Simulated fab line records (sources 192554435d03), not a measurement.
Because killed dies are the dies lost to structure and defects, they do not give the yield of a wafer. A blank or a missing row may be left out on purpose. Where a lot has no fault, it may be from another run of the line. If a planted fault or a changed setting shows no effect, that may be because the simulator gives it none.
Which tool was responsible? | flow n5_finfet | 9 lots, 24 wafers sampled, at 5 steps of a route of 1938

== WHAT EACH GAUGE READ, for each wafer ==
N5_BEOL_M4_RC_MEAS_101. Usual: DIBL_N 36.4 mV/V, standard deviation 1.6; DIBL_P 35.9 mV/V, standard deviation 2; IOFF_N 0.152 nA/um, standard deviation 0.03; IOFF_P 0.20 nA/um, standard deviation 0.032; ION_N 670 uA/um, standard deviation 12; ION_P 459 uA/um, standard deviation 7.3; SS_N 71.6 mV/dec, standard deviation 0.55; SS_P 73.2 mV/dec, standard deviation 0.69; VT_N 251 mV, standard deviation 3.5; VT_P -252 mV, standard deviation 3.2.
lot  | measured     | on        | DIBL_N (mV/V)  | DIBL_P (mV/V)  | IOFF_N (nA/um)    | IOFF_P (nA/um) | ION_N (uA/um) | ION_P (uA/um) | SS_N (mV/dec)  | SS_P (mV/dec)  | VT_N (mV)   | VT_P (mV)      | flag
L636 | day 8 00:49  | prober-01 | 35.4 36.6 37.7 | 34.2 36.3 38.0 | 0.131 0.148 0.168 | 0.21 0.23 0.26 | 669 671 678   | 466 463 474   | 70.9 70.6 71.4 | 72.6 73.3 73.8 | 251 251 248 | -247 -247 -246 |
L640 | day 9 05:32  | prober-01 | 37.2 35.7 34.9 | 37.4 35.0 35.2 | 0.177 0.148 0.142 | 0.22 0.19 0.18 | 688 679 678   | 468 459 460   | 72.4 71.9 71.8 | 73.6 72.8 72.6 | 247 251 251 | -248 -252 -250 |
L644 | day 10 08:34 | prober-02 | 36.9 36.3      | 34.1 34.2      | 0.151 0.139       | 0.18 0.19      | 681 669       | 453 464       | 72.2 71.5      | 73.2 73.0      | 251 251     | -255 -251      |
L643 | day 10 08:22 | prober-01 | 34.1 38.1      | 33.3 39.7      | 0.108 0.193       | 0.13 0.22      | 658 688       | 448 467       | 70.8 71.8      | 72.8 74.8      | 258 247     | -261 -251      |
L646 | day 10 16:03 | prober-01 | 38.4 35.7      | 38.2 35.4      | 0.192 0.151       | 0.23 0.20      | 686 686       | 466 472       | 72.0 72.2      | 73.5 73.9      | 248 253     | -249 -250      |
L657 | day 13 16:52 | prober-01 | 35.5 37.1 37.3 | 34.9 37.8 36.7 | 0.136 0.177 0.158 | 0.17 0.21 0.20 | 653 669 661   | 444 451 451   | 71.0 71.6 71.6 | 72.5 73.4 72.5 | 253 249 251 | -254 -251 -252 |
L656 | day 13 18:13 | prober-02 | 35.5 33.3 32.5 | 34.6 32.0 31.6 | 0.143 0.106 0.095 | 0.17 0.14 0.14 | 661 646 644   | 452 449 448   | 71.1 71.1 70.4 | 73.7 71.9 72.4 | 252 258 255 | -251 -256 -253 |
L659 | day 13 18:51 | prober-01 | 35.6 35.7 34.8 | 34.2 34.9 32.8 | 0.128 0.124 0.117 | 0.16 0.16 0.14 | 659 668 654   | 445 458 447   | 71.3 71.0 71.2 | 73.0 73.4 72.5 | 255 254 256 | -257 -258 -261 |
L658 | day 13 23:13 | prober-02 | 35.3 36.3 34.5 | 35.4 35.6 35.5 | 0.135 0.160 0.127 | 0.19 0.20 0.20 | 671 667 664   | 458 452 464   | 71.7 72.3 71.1 | 73.6 73.2 73.2 | 255 253 254 | -253 -252 -251 |

== EACH LOT AND THE TOOL THAT RAN IT (in order: tool; ch and the chambers of the sampled wafers; start) ==
lot  | N5_BEOL_M2_ETCH_77                 | N5_BEOL_M2_ETCHBACK_99             | N5_BEOL_M2_ETCH_70                 | N5_BEOL_M2_VIA_ETCH_34
L636 | rie_diel-03 ch 0,1, day 6 23:12    | rie_diel-01 ch 2,3, day 7 00:14    | rie_diel-01 ch 2,3, day 7 00:16    | rie_diel-01 ch 2,3, day 7 00:22
L640 | rie_diel-04 ch 2,3, day 7 13:31    | rie_diel-01 ch 0,1,3, day 7 16:35  | rie_diel-01 ch 0,1,3, day 7 16:37  | rie_diel-01 ch 0,1,3, day 7 16:44
L644 | rie_diel-01 ch 1,3, day 9 00:39    | rie_diel-01 ch 0,1, day 9 02:21    | rie_diel-01 ch 0,1, day 9 02:23    | rie_diel-01 ch 0,1, day 9 02:30
L643 | rie_diel-01 ch 0,3, day 9 03:59    | rie_diel-01 ch 1,3, day 9 05:31    | rie_diel-01 ch 1,3, day 9 05:34    | rie_diel-01 ch 1,3, day 9 05:40
L646 | rie_diel-04 ch 2,3, day 9 11:28    | rie_diel-01 ch 1,3, day 9 16:24    | rie_diel-01 ch 1,3, day 9 16:26    | rie_diel-01 ch 1,3, day 9 16:33
L657 | rie_diel-03 ch 2,3, day 12 04:00   | rie_diel-03 ch 1,2,3, day 12 06:46 | rie_diel-03 ch 1,2,3, day 12 06:48 | rie_diel-03 ch 1,2,3, day 12 06:54
L656 | rie_diel-01 ch 2,3, day 12 04:13   | rie_diel-03 ch 1,2,3, day 12 07:17 | rie_diel-03 ch 1,2,3, day 12 07:19 | rie_diel-03 ch 1,2,3, day 12 07:26
L659 | rie_diel-04 ch 0,1,2, day 12 04:31 | rie_diel-04 ch 1,2,3, day 12 07:38 | rie_diel-04 ch 1,2,3, day 12 07:40 | rie_diel-04 ch 1,2,3, day 12 07:46
L658 | rie_diel-04 ch 0,2,3, day 12 04:45 | rie_diel-01 ch 1,2,3, day 12 10:03 | rie_diel-01 ch 1,2,3, day 12 10:05 | rie_diel-01 ch 1,2,3, day 12 10:11
- N5_BEOL_M2_ETCH_77: etches underlayer in N2/H2, target depth 6.5 nm, time 5.2 s.
- N5_BEOL_M2_ETCHBACK_99: etches SiO2 in CHF3, target depth 5 nm, time 10.4 s.
- N5_BEOL_M2_ETCH_70: etches SOC in N2/H2, target depth 80 nm, overetch 24 nm, time 130 s.
- N5_BEOL_M2_VIA_ETCH_34: etches the open film in C4F6/O2, target depth 69.4 nm, time 65.9 s.

== AS READ BY THE TOOLS THEMSELVES (means over the sampled wafers that have a number; for cases with no such wafer, the mark the record gives instead) ==
N5_BEOL_M2_ETCH_77. Usual: drypump_motor_current_A 5.6 A, standard deviation 0.46; etch_rf_on_time_s 5.18 s, standard deviation 0.11; oes_product_au 0.68 a.u., standard deviation 0.082; rf_vpp_V 523.6 V, standard deviation 2.7; showerhead_plenum_p_Torr 2.54 Torr, standard deviation 0.088; throttle_valve_pct 17.84 %, standard deviation 0.22.
lot  | tool        | drypump_motor_current_A (A) | etch_rf_on_time_s (s) | oes_product_au (a.u.) | rf_vpp_V (V) | showerhead_plenum_p_Torr (Torr) | throttle_valve_pct (%) | flag
L636 | rie_diel-03 | 5.5                         | 5.08                  | 0.73                  | 525.6        | 2.62                            | 17.68                  |
L640 | rie_diel-04 | 5.5                         | 5.25                  | 0.62                  | 524.3        | 2.55                            | 17.88                  |
L644 | rie_diel-01 | 5.5                         | 5.33                  | 0.62                  | 522.0        | 2.49                            | 18.11                  |
L643 | rie_diel-01 | 5.8                         | 5.25                  | 0.68                  | 522.8        | 2.50                            | 17.83                  |
L646 | rie_diel-04 | 5.6                         | 5.03                  | 0.78                  | 524.4        | 2.53                            | 17.67                  |
L657 | rie_diel-03 | 5.7                         | 5.23                  | 0.61                  | 524.0        | 2.52                            | 17.89                  |
L656 | rie_diel-01 | 5.6                         | 5.28                  | 0.68                  | 524.0        | 2.58                            | 17.99                  |
L659 | rie_diel-04 | 5.8                         | 5.20                  | 0.68                  | 522.7        | 2.53                            | 17.85                  |
L658 | rie_diel-04 | 5.5                         | 5.03                  | 0.75                  | 522.7        | 2.54                            | 17.63                  |

N5_BEOL_M2_ETCHBACK_99. Usual: CHF3_flow_sccm 12.00 sccm, standard deviation 0.037; drypump_motor_current_A 5.5 A, standard deviation 0.46; oes_product_au 0.78 a.u., standard deviation 0.09; rf_vpp_V 241 V, standard deviation 4.6; showerhead_plenum_p_Torr 2.13 Torr, standard deviation 0.079; throttle_valve_pct 17.08 %, standard deviation 0.2.
lot  | tool        | CHF3_flow_sccm (sccm) | drypump_motor_current_A (A) | oes_product_au (a.u.) | rf_vpp_V (V) | showerhead_plenum_p_Torr (Torr) | throttle_valve_pct (%) | flag
L636 | rie_diel-01 | 12.04                 | 5.3                         | 0.72                  | 239          | 2.07                            | 17.29                  |
L640 | rie_diel-01 | 12.00                 | 5.6                         | 0.77                  | 241          | 2.09                            | 17.08                  |
L644 | rie_diel-01 | 12.01                 | 5.4                         | 0.76                  | 238          | 2.06                            | 17.06                  |
L643 | rie_diel-01 | 11.98                 | 5.5                         | 0.73                  | 242          | 2.10                            | 17.25                  |
L646 | rie_diel-01 | 12.06                 | 5.5                         | 0.73                  | 242          | 2.10                            | 17.26                  |
L657 | rie_diel-03 | 11.99                 | 5.8                         | 0.73                  | 242          | 2.11                            | 17.16                  |
L656 | rie_diel-03 | 11.99                 | 5.8                         | 0.72                  | 241          | 2.11                            | 17.17                  |
L659 | rie_diel-04 | 11.99                 | 5.8                         | 0.80                  | 245          | 2.13                            | 17.07                  |
L658 | rie_diel-01 | 12.02                 | 5.3                         | 0.87                  | 242          | 2.24                            | 17.03                  |

N5_BEOL_M2_ETCH_70. Usual: drypump_motor_current_A 5.5 A, standard deviation 0.46; oes_product_au 0.58 a.u., standard deviation 0.063; rf_vpp_V 523.3 V, standard deviation 2.7; run_length_s 153.2 s, standard deviation 0.51; showerhead_plenum_p_Torr 2.52 Torr, standard deviation 0.09; temp_c 40.01 C, standard deviation 0.11; throttle_valve_pct 17.83 %, standard deviation 0.22.
lot  | tool        | drypump_motor_current_A (A) | oes_product_au (a.u.) | rf_vpp_V (V) | run_length_s (s) | showerhead_plenum_p_Torr (Torr) | temp_c (C) | throttle_valve_pct (%) | flag
L636 | rie_diel-01 | 5.3                         | 0.53                  | 520.5        | 153.0            | 2.44                            | 40.04      | 18.05                  |
L640 | rie_diel-01 | 5.6                         | 0.57                  | 521.8        | 153.0            | 2.48                            | 39.96      | 17.88                  |
L644 | rie_diel-01 | 5.4                         | 0.56                  | 521.2        | 153.4            | 2.45                            | 39.92      | 17.84                  |
L643 | rie_diel-01 | 5.5                         | 0.54                  | 523.5        | 152.8            | 2.49                            | 40.02      | 18.07                  |
L646 | rie_diel-01 | 5.5                         | 0.54                  | 522.4        | 152.6            | 2.49                            | 39.95      | 18.09                  |
L657 | rie_diel-03 | 5.8                         | 0.53                  | 522.0        | 153.4            | 2.49                            | 40.01      | 17.83                  |
L656 | rie_diel-03 | 5.8                         | 0.53                  | 522.2        | 153.4            | 2.49                            | 40.06      | 17.85                  |
L659 | rie_diel-04 | 5.8                         | 0.58                  | 523.3        | 153.6            | 2.52                            | 39.96      | 17.82                  |
L658 | rie_diel-01 | 5.3                         | 0.65                  | 526.0        | 152.8            | 2.65                            | 40.13      | 17.82                  |

N5_BEOL_M2_VIA_ETCH_34. Usual: drypump_motor_current_A 5.5 A, standard deviation 0.46; oes_product_au 0.78 a.u., standard deviation 0.089; rf_vpp_V 666 V, standard deviation 12; run_length_s 89.1 s, standard deviation 0.47; showerhead_plenum_p_Torr 2.82 Torr, standard deviation 0.1; throttle_valve_pct 30.71 %, standard deviation 0.22.
lot  | tool        | drypump_motor_current_A (A) | oes_product_au (a.u.) | rf_vpp_V (V) | run_length_s (s) | showerhead_plenum_p_Torr (Torr) | throttle_valve_pct (%) | flag
L636 | rie_diel-01 | 5.3                         | 0.71                  | 660          | 88.9             | 2.73                            | 30.85                  |
L640 | rie_diel-01 | 5.6                         | 0.77                  | 666          | 88.7             | 2.77                            | 30.69                  |
L644 | rie_diel-01 | 5.4                         | 0.76                  | 658          | 90.3             | 2.73                            | 30.66                  |
L643 | rie_diel-01 | 5.5                         | 0.73                  | 669          | 90.2             | 2.77                            | 30.87                  |
L646 | rie_diel-01 | 5.5                         | 0.72                  | 669          | 90.4             | 2.77                            | 30.88                  |
L657 | rie_diel-03 | 5.8                         | 0.72                  | 665          | 89.0             | 2.79                            | 30.74                  |
L656 | rie_diel-03 | 5.8                         | 0.73                  | 666          | 89.2             | 2.79                            | 30.74                  |
L659 | rie_diel-04 | 5.8                         | 0.80                  | 673          | 89.4             | 2.82                            | 30.78                  |
L658 | rie_diel-01 | 5.3                         | 0.88                  | 669          | 89.0             | 2.95                            | 30.67                  |

== THE ANSWER, worked out from the rows above alone ==
Rule: take the mean of a lot's wafers that have a number; if it is more than 3 standard deviations from the usual mean, the lot is off. A lot without any number at a reading at which 4 lots or more have one is off too. Where the step has rows for the other lots, those lots are counted as sound. First the gauges in route order, then the tools' own readings, where a lot's mean is used as printed above. The first step at which some lot is off is used, and at that step the reading that is off furthest; a lot without a number counts as furthest.
None of the lots is off at any reading shown; this tells nothing.

== WHAT HAD BEEN PUT IN BY THE SIMULATOR ==
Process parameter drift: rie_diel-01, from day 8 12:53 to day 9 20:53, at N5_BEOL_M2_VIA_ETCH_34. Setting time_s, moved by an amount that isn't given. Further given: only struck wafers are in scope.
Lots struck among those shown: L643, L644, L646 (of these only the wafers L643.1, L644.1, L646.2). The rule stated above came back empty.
